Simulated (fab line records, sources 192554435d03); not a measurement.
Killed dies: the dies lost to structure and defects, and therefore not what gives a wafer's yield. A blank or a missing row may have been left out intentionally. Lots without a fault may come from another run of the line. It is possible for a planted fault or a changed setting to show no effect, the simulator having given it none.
A single fault, viewed from 3 desks    flow n5-finfet    every desk sees just its own numbers, and what lay behind them comes last

## THE DEFECT DESK
What the inspections along the route counted, lot by lot: means of the sampled wafers that have a number. Any lot whose mean is over 4 standard deviations away from the usual mean is out of limits and marked OUT; that distance is given in the brackets.
Columns: A = raw-defect-count at N5_START_INSPECT_01, usual 5.8; B = raw-defect-count at N5_WELL_APT_INSPECT_27, usual 2.0; C = raw-defect-count at N5_WELL_APT_INSPECT_38, usual 13
lot   first seen here  A    B    C
L686  day 1 12:02      5.7  3.0  20
L687  day 1 18:02      6.7  1.0  16
L691  day 2 18:02      6.7  2.0  15
L693  day 3 06:02      4.7  2.0  9
L696  day 4 00:02      8.0  2.3  17
L700  day 5 00:02      6.7  0.7  16
L706  day 6 12:02      5.7  2.7  18
L707  day 6 18:02      5.0  0.3  13
L708  day 7 00:02      3.3  1.3  11
L709  day 7 06:02      7.0  1.3  11
This desk's finding: nothing out of limits on any of the 10 lots.

## TOOL OWNER'S DESK, implanter-02
The tool's own readings at N5_WELL_APT_IMPLANT_14: means of the sampled wafers that have a number, for each lot that ran on this tool. Any lot whose mean is over 4 standard deviations away from the usual mean is out of limits and marked OUT; that distance is given in the brackets.
Columns: A = dose-ions-cm2 at N5_WELL_APT_IMPLANT_14, usual 1.4995e+13; B = faraday-current-uA at N5_WELL_APT_IMPLANT_14, usual 190; C = tilt-deg at N5_WELL_APT_IMPLANT_14, usual -0.004 degrees
lot   first seen here  A                             B              C
L686  day 1 14:06      1.4998e+13                    191            -0.003
L687  day 1 20:07      1.5002e+13                    190            0.021
L696  day 4 01:53      2.2612e+13 (+99 or more) OUT  286 (+23) OUT  0.009
L700  day 5 02:11      2.2619e+13 (+99 or more) OUT  285 (+23) OUT  -0.021
L709  day 7 07:44      1.4985e+13                    185            0.009
This desk's finding: out of limits on L696, L700; first on L696, day 4 01:53 (dose-ions-cm2 at N5_WELL_APT_IMPLANT_14). L686, L687, L709: within limits.

## AT THE METROLOGY DESK
What the gauges read, lot by lot, whatever tool the lot ran on: means of the sampled wafers that have a number. Any lot whose mean is over 4 standard deviations away from the usual mean is out of limits and marked OUT; that distance is given in the brackets. It has 11 readings, of which 7 appear: the earliest out of limits, and the ones furthest out on some lot.
Columns: A = DIBL_N at N5_BEOL_M4_RC_MEAS_101, usual 35.9 mV/V; B = IOFF_P at N5_BEOL_M4_RC_MEAS_101, usual 0.21 nA/um; C = ION_N at N5_BEOL_M4_RC_MEAS_101, usual 672 uA/um; D = ION_P at N5_BEOL_M4_RC_MEAS_101, usual 461 uA/um; E = RS_NWELL at N5_BEOL_M4_RC_MEAS_101, usual 1036 ohm/sq; F = SS_N at N5_BEOL_M4_RC_MEAS_101, usual 71.4 mV/dec; G = VT_P at N5_BEOL_M4_RC_MEAS_101, usual -250 mV
lot   first seen here  A     B     C    D    E              F     G
L686  day 7 17:38      34.8  0.24  681  475  1029           71.2  -244
L687  day 8 04:54      36.5  0.23  673  462  1037           72.2  -246
L691  day 9 14:31      36.5  0.19  675  454  1039           71.7  -254
L693  day 9 16:41      36.1  0.21  673  468  1036           71.1  -248
L696  day 10 14:10     34.6  0.19  660  457  823 (-34) OUT  70.9  -249
L700  day 11 14:25     35.7  0.24  683  471  822 (-34) OUT  71.6  -246
L707  day 13 03:45     37.7  0.23  677  465  1033           71.5  -250
L706  day 13 21:21     36.7  0.17  660  447  1037           71.5  -256
L708  day 13 21:41     35.3  0.21  673  458  1031           71.6  -250
L709  day 14 04:16     36.4  0.20  673  459  1042           71.1  -252
Finding of this desk: L696, L700 out of limits, first seen on L696 at day 10 14:10 (RS_NWELL at N5_BEOL_M4_RC_MEAS_101). L686, L687, L691, L693, L707, L706, L708, L709: within limits.

## BROUGHT TOGETHER
On L696, L700, at day 4 01:53, an alarm was possible from the tool owner's desk.
L696, L700 would have let the metrology desk raise an alarm at day 10 14:10.
Nothing the defect desk looked at was out of limits.
The defect desk has L696, L700 on record, within its limits.
All the named lots went through N5_WELL_APT_IMPLANT_14 on implanter-02.

## WHAT THE SIMULATOR PUT IN
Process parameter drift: implanter-02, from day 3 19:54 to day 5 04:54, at N5_WELL_APT_IMPLANT_14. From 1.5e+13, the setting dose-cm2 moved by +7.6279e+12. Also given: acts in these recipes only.
Lots struck among those shown: L696, L700.
Time in hours from fault onset to the first out-of-limits reading at each desk: tool owner's desk 6, metrology desk 162.
